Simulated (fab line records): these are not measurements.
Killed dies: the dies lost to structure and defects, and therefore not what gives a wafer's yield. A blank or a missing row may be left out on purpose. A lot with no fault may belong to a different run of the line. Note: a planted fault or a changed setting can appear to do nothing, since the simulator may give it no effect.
The tool behind it: which one?	flow nand harc	Sampling: 13 lots, 39 wafers, 5 of 1159 route steps

== WHAT EACH GAUGE READ, for each wafer ==
NHARC_P_ZERO_WELL_CD_MEAS_52: the cd target is 2000 nm.
lot	measured	on	cd nm (nm)
L201	day 1 23:38	cd sem-03	2001.5 2001.0 1995.1
L202	day 2 06:08	cd sem-03	1999.3 1999.0 2000.2
L203	day 2 11:46	cd sem-02	1998.9 2000.2 2000.3
L204	day 2 17:54	cd sem-02	2000.2 1999.2 1997.7
L205	day 2 23:44	cd sem-01	1994.5 1997.9 1999.5
L206	day 3 06:15	cd sem-03	2000.3 2001.7 1995.4
L213	day 4 23:36	cd sem-03	2001.5 1994.7 1997.9
L215	day 5 11:30	cd sem-02	2000.1 1999.7 2002.1
L216	day 5 17:49	cd sem-02	1999.2 1997.2 1997.0
L219	day 6 11:38	cd sem-01	1999.9 1997.7 1998.2
L220	day 6 17:54	cd sem-01	2000.9 2000.5 2002.8
L222	day 7 05:46	cd sem-02	2000.4 1996.8 1998.7
L223	day 7 11:45	cd sem-03	1999.7 2001.2 1994.6

NHARC_END_SORT_01.
lot	measured	on	killed at array	killed at other	killed at periphery	killed dies	killed open	killed short
L201	day 20 02:32	prober-02	26 35 35	0 1 1	5 5 1	31 41 37	3 4 3	0 5 2
L202	day 19 10:23	prober-01	10 13 13	1 2 1	6 1 2	17 16 16	4 3 3	1 0 4
L203	day 23 21:30	prober-02	19 19 21	1 0 0	6 2 3	26 21 24	4 3 6	6 2 3
L204	day 23 19:52	prober-01	18 19 14	2 1 2	2 1 1	22 21 17	3 0 0	1 1 2
L205	day 24 04:32	prober-02	9 10 15	0 0 0	1 2 1	10 12 16	4 0 5	2 1 3
L206	day 24 11:29	prober-02	11 15 12	0 2 1	7 4 10	18 21 23	3 4 4	2 1 1
L213	day 25 03:07	prober-01	23 30 24	1 0 1	1 0 0	25 30 25	3 5 3	2 1 3
L215	day 25 18:42	prober-02	27 34 33	0 1 0	2 2 2	29 37 35	2 4 2	1 3 1
L216	day 26 02:29	prober-02	29 33 26	3 1 1	3 2 3	35 36 30	4 4 3	2 0 2
L219	day 27 04:17	prober-01	32 21 30	0 1 2	3 0 0	35 22 32	5 4 2	3 1 4
L220	day 26 02:29	prober-01	23 21 19	0 0 0	0 2 1	23 23 20	5 5 5	2 5 0
L222	day 26 19:44	prober-02	25 26 21	3 3 1	2 5 4	30 34 26	2 6 4	3 2 5
L223	day 27 02:01	prober-02	21 17 23	3 0 5	2 3 4	26 20 32	1 2 4	5 0 2

== WHAT TOOL EACH LOT RAN ON (gives the tool, then ch and the chambers of the sampled wafers, and finally the start) ==
lot	NHARC_P_ZERO_WELL_PEB_09	NHARC_P_ZERO_WELL_ETCH_62	NHARC_P_ZERO_WELL_DESCUM_26
L201	litho track-02 ch 0, day 1 19:02	rie diel-05 ch 0,2, day 1 20:32 or earlier	rie diel-10 ch 1,2,3, day 1 20:32
L202	litho track-02 ch 0, day 2 01:20	rie diel-10 ch 2,3, day 2 03:01 or earlier	rie diel-10 ch 0,2,3, day 2 03:01
L203	litho track-02 ch 0, day 2 07:10	rie diel-10 ch 0,1, day 2 08:40 or earlier	rie diel-05 ch 0,1,2, day 2 08:40
L204	litho track-05 ch 0, day 2 13:17	rie diel-05 ch 1,2,3, day 2 14:48 or earlier	rie diel-05 ch 0,1,3, day 2 14:48
L205	litho track-02 ch 0, day 2 19:07	rie diel-05 ch 1,2,3, day 2 20:36 or earlier	rie diel-05 ch 0,1,3, day 2 20:36
L206	litho track-02 ch 0, day 3 01:02	rie diel-10 ch 0,1,2, day 3 03:07 or earlier	rie diel-10 ch 1,2,3, day 3 03:07
L213	litho track-05 ch 0, day 4 19:02	rie diel-06 ch 0,2, day 4 20:37 or earlier	rie diel-06 ch 1,2, day 4 20:37
L215	litho track-07 ch 0, day 5 07:02	rie diel-06 ch 0,2,3, day 5 08:31 or earlier	rie diel-10 ch 0,2,3, day 5 08:31
L216	litho track-07 ch 0, day 5 13:02	rie diel-10 ch 1,2,3, day 5 14:40 or earlier	rie diel-06 ch 0,2, day 5 14:40
L219	litho track-02 ch 0, day 6 07:10	rie diel-05 ch 0,2,3, day 6 08:38 or earlier	rie diel-10 ch 0,3, day 6 08:38
L220	litho track-07 ch 0, day 6 13:10	rie diel-10 ch 1,2,3, day 6 14:47 or earlier	rie diel-05 ch 0,1,2, day 6 14:47
L222	litho track-07 ch 0, day 7 01:10	rie diel-06 ch 0,1,2, day 7 02:49 or earlier	rie diel-06 ch 0,1,3, day 7 02:49
L223	litho track-02 ch 0, day 7 07:09	rie diel-05 ch 0,2,3, day 7 08:46 or earlier	rie diel-06 ch 0,1, day 7 08:46
- NHARC_P_ZERO_WELL_PEB_09: peb time 80 s.
- NHARC_P_ZERO_WELL_ETCH_62: etches the open film in CHF3/Ar, target depth 13 nm, time 6.5 s.
- NHARC_P_ZERO_WELL_DESCUM_26: chemistry O2, time 3 s.

== WHAT THE TOOLS THEMSELVES READ (means of the sampled wafers that have a number; where no wafer has one, the mark that the record gives instead) ==
NHARC_P_ZERO_WELL_PEB_09.
lot	tool	plate temp C (C)
L201	litho track-02	128.09
L202	litho track-02	127.86
L203	litho track-02	127.15
L204	litho track-05	128.08
L205	litho track-02	127.29
L206	litho track-02	127.21
L213	litho track-05	128.11
L215	litho track-07	128.11
L216	litho track-07	127.97
L219	litho track-02	128.02
L220	litho track-07	128.14
L222	litho track-07	127.93
L223	litho track-02	128.00

NHARC_P_ZERO_WELL_ETCH_62.
lot	tool	drypump motor current A (A)	oes product au (a.u.)	rf vpp V (V)	showerhead plenum p Torr (Torr)	throttle valve pct (%)
L201	rie diel-05	5.8	0.970	370.3	2.30	20.222
L202	rie diel-10	5.8	0.962	371.1	2.34	20.217
L203	rie diel-10	5.9	0.982	368.4	2.25	20.217
L204	rie diel-05	5.9	0.972	371.8	2.45	20.224
L205	rie diel-05	5.9	0.967	372.9	2.45	20.222
L206	rie diel-10	5.9	0.972	368.7	2.26	20.207
L213	rie diel-06	5.9	0.968	370.8	2.36	20.217
L215	rie diel-06	6.0	0.962	369.4	2.31	20.216
L216	rie diel-10	5.7	0.932	371.4	2.36	20.212
L219	rie diel-05	5.6	0.970	371.4	2.37	20.216
L220	rie diel-10	5.7	0.951	371.6	2.36	20.223
L222	rie diel-06	6.0	0.957	370.1	2.31	20.216
L223	rie diel-05	5.6	0.968	370.5	2.37	20.211

NHARC_P_ZERO_WELL_DESCUM_26.
lot	tool	drypump motor current A (A)	oes product au (a.u.)	rf vpp V (V)	showerhead plenum p Torr (Torr)	throttle valve pct (%)
L201	rie diel-10	5.7	1.004	57.4	1.93	11.310
L202	rie diel-10	5.8	0.989	57.8	1.90	11.312
L203	rie diel-05	6.1	1.006	57.8	1.94	11.318
L204	rie diel-05	5.6	1.000	58.0	1.95	11.314
L205	rie diel-05	5.6	1.000	58.1	1.95	11.312
L206	rie diel-10	5.7	1.002	57.4	1.93	11.307
L213	rie diel-06	5.7	0.992	56.7	1.88	11.303
L215	rie diel-10	5.9	0.984	58.2	1.90	11.309
L216	rie diel-06	5.9	0.995	57.9	1.93	11.311
L219	rie diel-10	5.9	1.008	56.7	1.89	11.304
L220	rie diel-05	6.1	0.992	57.2	1.94	11.301
L222	rie diel-06	6.1	0.985	57.8	1.84	11.313
L223	rie diel-06	6.1	0.986	57.5	1.84	11.314

== THE ANSWER, worked out from the rows above alone ==
Rule: the lots themselves supply what counts as usual. Put in order of their means at a reading, lots are off if they are a third of the lots or fewer, leave a main group of 4 or more, and stand apart from it by a gap of 3 or more times the standard deviation of the main group's means; of several such gaps the widest counts. The tables above print the reading to a certain number of digits; a main group whose means all agree to those digits is not used. A lot without any number at a reading at which 4 lots or more have one is off too. All remaining lots with rows at the step are treated as sound. Order of review: gauges by route order, followed by the tools' own readings, for which a lot's mean as printed above is used. The first step at which some lot is off is used, and at that step the reading that is off furthest; a lot without a number counts as furthest.
Off at NHARC_P_ZERO_WELL_PEB_09 (plate temp C): L203, L205, L206. The main group has a mean of 128.03 C with a standard deviation of 0.086.
A tool fits if, at that step or a process step before it, it ran every lot that is off, and no sound lot after the first of them. None of those tried fits.

== WHAT WAS PUT IN BY THE SIMULATOR ==
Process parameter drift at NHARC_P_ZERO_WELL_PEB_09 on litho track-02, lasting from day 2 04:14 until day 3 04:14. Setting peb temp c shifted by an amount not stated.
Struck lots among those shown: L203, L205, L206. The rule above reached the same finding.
